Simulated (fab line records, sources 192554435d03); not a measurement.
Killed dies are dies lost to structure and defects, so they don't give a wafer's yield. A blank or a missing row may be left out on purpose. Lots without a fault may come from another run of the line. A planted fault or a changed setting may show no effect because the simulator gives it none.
fab line records | flow n5_finfet | part 2 of 2: steps 19 to 31 of 31
record lots=5 wafers=15 last_day=17
route steps=1938 shown HKMG_FIN@402
lots that met no fault: from a run of the same line without faults
start_h: hours from the record's first day to the start of the lot's first wafer shown | wait_h: hours since the lot's step before | " the same as in the row above | L1.1+2: a row that stands for several wafers | - no value, or no start given | * or withheld: withheld | < > ~ a bound
route shown NAME@n: a module of which the file shows steps, and the number in the route of the first | usual: mean/standard deviation of fault-free wafers | same: alike in all rows | chamber/n: place in a boat | sites: the reading at each site | _std_site: their standard deviation | _edge_site: outer sites' mean less inner sites' | radius_mm: how far each site lies from the wafer's centre | mask NAME#n: copy n | behind: the tool/chamber that last shaped the wafer | hold: why the lot was held/for how many hours/how that ended | device: the transistor (n, p or np) that didn't switch | end of line: the same wafers' tests at the end of the route | a step without rows: its recipe alone | killed: dies lost to structure and defects at the first sort, not the wafer's yield | map: a wafer's dies, x killed, . not, _ none there
set.NAME: the setting as run; set.NAME@STEP: as run at that earlier step | model.NAME: the simulator's own value behind a step, which no gauge read
lots at some steps of the route; a table a step, a row a wafer
services: from which hour (start_h, from the record's first day; less than 0 if before it) a tool's chamber was out of use, for how many hours, and why
## steps
# step N5_HKMG_FIN_THK_MEAS_70
# recipe thk_meas_gauge=xrf reads=HfO2_of_HKMG_FIN_HK_ALD_01
# usual HK_THK=1.594/0.023
# columns lot.wafer tool chamber start_h wait_h HK_THK[nm]
L075.1 film_metro-01 - 82.22 0.2 1.610
L075.3 " - " " 1.634
L075.5 " - " " 1.622
L076.2 film_metro-01 - 84.99 0.2 1.611
L076.3 " - " " 1.599
L076.5 " - " " 1.605
L078.2 film_metro-01 - 98.71 0.2 1.602
L078.5 " - " " 1.617
L078.6 " - " " 1.615
L081.2 film_metro-02 - 115.47 0.2 1.558
L081.5 " - " " 1.615
L081.6 " - " " 1.565
L092.1 film_metro-02 - 191.24 0.2 1.591
L092.5 " - " " 1.615
L092.6 " - " " 1.547
# step N5_HKMG_FIN_PWFM_ALD_03
# recipe material=TiN target_thk_a=20 temp_c=400 ald_precursor_family=TiCl4 ald_co_reactant=NH3 pulse_time_s=1 purge_time_s=3 co_reactant_purge_time_s=2 co_reactant_pulse_time_s=2 ald_cycles=91 pressure_torr=3
# usual heater_power_w=893/61 precursor_pulse_height_rel=0.999/0.019
# same pulse_time_s=1
# columns lot.wafer tool chamber start_h wait_h heater_power_w precursor_pulse_height_rel
L075.1 ald_metal-02 0 82.39 0.2 897 0.997
L075.3 " 3 " " 980 0.982
L075.5 " 0 " " 930 0.961
L076.2 ald_metal-03 0 85.03 0.0 870 1.001
L076.3 " 2 " " 898 1.012
L076.5 " 3 " " 958 0.989
L078.2 ald_metal-01 1 98.74 0.0 831 1.002
L078.5 " 0 " " 958 1.025
L078.6 " 1 " " 817 0.984
L081.2 ald_metal-03 0 115.50 0.0 880 0.975
L081.5 " 3 " " 929 0.995
L081.6 " 0 " " 889 1.035
L092.1 ald_metal-01 0 191.28 0.0 969 0.980
L092.5 " 3 " " 960 1.041
L092.6 " 0 " " 947 1.008
# step N5_HKMG_FIN_COAT_29
# recipe resist=SOC temp_c=250 time_s=60 spin_rpm=1500 resist_thk_nm=300
# same time_s=60
# columns lot.wafer tool chamber start_h wait_h
L075.1+3+5 litho_track-03 0 82.86 0.2
L076.2+3+5 litho_track-01 0 85.50 0.2
L078.2+5+6 litho_track-02 0 99.21 0.2
L081.2+5+6 litho_track-01 0 115.97 0.2
L092.1+5+6 litho_track-02 0 191.74 0.2
# step N5_HKMG_FIN_COAT_30
# recipe resist=SiARC temp_c=220 time_s=60 spin_rpm=1500 resist_thk_nm=35
# same time_s=60
# columns lot.wafer tool chamber start_h wait_h
L075.1+3+5 litho_track-03 0 - -
L076.2+3+5 litho_track-01 0 - -
L078.2+5+6 litho_track-02 0 - -
L081.2+5+6 litho_track-01 0 - -
L092.1+5+6 litho_track-02 0 - -
# step N5_HKMG_FIN_COAT_06
# recipe resist=CAR-ArF spin_rpm=1500 resist_thk_nm=90
# columns lot.wafer tool chamber start_h wait_h
L075.1+3+5 litho_track-03 0 - -
L076.2+3+5 litho_track-01 0 - -
L078.2+5+6 litho_track-02 0 - -
L081.2+5+6 litho_track-01 0 - -
L092.1+5+6 litho_track-02 0 - -
# step N5_HKMG_FIN_EBR_08
# recipe solvent=PGMEA ebr_width_mm=1.5
# columns lot.wafer tool chamber start_h wait_h
L075.1+3+5 litho_track-03 0 - -
L076.2+3+5 litho_track-01 0 - -
L078.2+5+6 litho_track-02 0 - -
L081.2+5+6 litho_track-01 0 - -
L092.1+5+6 litho_track-02 0 - -
# step N5_HKMG_FIN_SOFTBAKE_07
# recipe temp_c=110 time_s=60 resist=CAR-ArF
# same time_s=60
# columns lot.wafer tool chamber start_h wait_h
L075.1+3+5 litho_track-03 0 - -
L076.2+3+5 litho_track-01 0 - -
L078.2+5+6 litho_track-02 0 - -
L081.2+5+6 litho_track-01 0 - -
L092.1+5+6 litho_track-02 0 - -
# step N5_HKMG_FIN_EXPOSE_09
# recipe mask_id=NWFM na=1.35 source_shape=conventional sigma_outer=0.8 polarization=unpolarized dose_mj=39.25
# columns lot.wafer tool chamber start_h wait_h mask
L075.1+3+5 arfi_scanner-03 0 82.98 - NWFM#0
L076.2+3+5 arfi_scanner-03 0 85.62 - NWFM#0
L078.2+5+6 arfi_scanner-02 0 99.34 - NWFM#0
L081.2+5+6 arfi_scanner-03 0 116.10 - NWFM#0
L092.1+5+6 arfi_scanner-02 0 191.86 - NWFM#0
# step N5_HKMG_FIN_PEB_10
# recipe peb_temp_c=withheld peb_time_s=60 resist=CAR-ArF
# columns lot.wafer tool chamber start_h wait_h
L075.1+3+5 litho_track-01 0 83.04 0.1
L076.2+3+5 litho_track-02 0 85.68 0.0
L078.2+5+6 litho_track-03 0 99.39 0.0
L081.2+5+6 litho_track-02 0 116.15 0.0
L092.1+5+6 litho_track-02 0 191.92 0.1
# step N5_HKMG_FIN_DEVELOP_11
# recipe develop_time_s=30 developer=TMAH resist=CAR-ArF dev_temp_c=23 rinse_liquid=diw dry=air_spin
# same develop_time_s=30
# columns lot.wafer tool chamber start_h wait_h
L075.1+3+5 litho_track-01 0 - -
L076.2+3+5 litho_track-02 0 - -
L078.2+5+6 litho_track-03 0 - -
L081.2+5+6 litho_track-02 0 - -
L092.1+5+6 litho_track-02 0 - -
# step N5_HKMG_FIN_CD_MEAS_12
# recipe target_cd_nm=92.8 landing_energy_ev=500 detector=se_inlens
# usual cd_nm=93.2/0.48
# columns lot.wafer tool chamber start_h wait_h cd_nm
L075.1 cd_sem-02 0 83.10 - 93.0
L075.3 " 0 " " 92.7
L075.5 " 0 " " 93.1
L076.2 cd_sem-02 0 85.74 - 93.9
L076.3 " 0 " " 93.4
L076.5 " 0 " " 93.2
L078.2 cd_sem-01 0 99.46 - 93.6
L078.5 " 0 " " 93.3
L078.6 " 0 " " 92.7
L081.2 cd_sem-03 0 116.22 - 93.1
L081.5 " 0 " " 93.9
L081.6 " 0 " " 93.8
L092.1 cd_sem-02 0 191.99 - 92.6
L092.5 " 0 " " 93.6
L092.6 " 0 " " 93.9
# step N5_HKMG_FIN_OVL_MEAS_13
# recipe points_per_wafer=44
# usual NWFM_OVL=-0.3/0.68
# columns lot.wafer tool chamber start_h wait_h NWFM_OVL[nm]
L075.1 overlay-01 0 83.13 0.0 -0.9
L075.3 " 0 " " -0.4
L075.5 " 0 " " -0.7
L076.2 overlay-02 0 85.77 0.0 -0.3
L076.3 " 0 " " -0.9
L076.5 " 0 " " -0.6
L078.2 overlay-02 0 99.49 0.0 0.3
L078.5 " 0 " " 0.5
L078.6 " 0 " " 0.3
L081.2 overlay-01 0 116.25 0.0 0.0
L081.5 " 0 " " 0.2
L081.6 " 0 " " -0.9
L092.1 overlay-02 0 192.02 0.0 0.5
L092.5 " 0 " " -0.7
L092.6 " 0 " " 0.9
# step N5_HKMG_FIN_INSPECT_14
# recipe mode=adi inspect_instrument=macro
# usual raw_defect_count=2.3/1.5
# columns lot.wafer tool chamber start_h wait_h raw_defect_count
L075.1 defect_inspect-02 - 83.16 0.0 2
L075.3 " - " " 1
L075.5 " - " " 0
L076.2 defect_inspect-02 - 85.80 0.0 2
L076.3 " - " " 4
L076.5 " - " " 1
L078.2 defect_inspect-02 - 99.51 0.0 1
L078.5 " - " " 4
L078.6 " - " " 3
L081.2 defect_inspect-01 - 116.27 0.0 1
L081.5 " - " " 3
L081.6 " - " " 1
L092.1 defect_inspect-01 - 192.04 0.0 1
L092.5 " - " " 1
L092.6 " - " " 4
## services
# columns tool chamber start_h hours kind
ald_metal-01 1 65.44 18.7 repair
arfi_scanner-02 - 65.65 0.8 repair
rie_diel-02 - 71.96 1.9 repair
arfi_scanner-02 0 75.72 - calibration
arfi_scanner-02 - 78.76 1.0 pm
ald_metal-01 - 80.07 8.7 pm
arfi_scanner-02 - 89.44 0.8 pm
rie_diel-02 - 91.19 4.7 repair
arfi_scanner-03 - 97.04 10.5 repair
arfi_scanner-02 - 104.98 4.9 pm
thermal_cvd_si-02 0 115.30 7.5 repair
plasma_asher-01 - 117.74 3.1 repair
arfi_scanner-02 - 128.57 1.3 pm
ald_metal-03 - 134.16 8.7 pm
rie_diel-04 1 137.43 26.9 repair
thermal_cvd_si-02 2 138.54 2.5 repair
rie_diel-04 - 140.31 15.6 pm
litho_track-01 - 143.10 - consumable_replace:filter
wet_bench-02 - 146.95 1.4 repair
litho_track-01 - 147.41 - consumable_replace:filter
plasma_asher-02 - 150.58 0.7 repair
wet_bench-01 - 155.22 1.3 repair
rie_diel-02 - 187.57 0.5 repair
arfi_scanner-03 - 189.78 1.0 pm
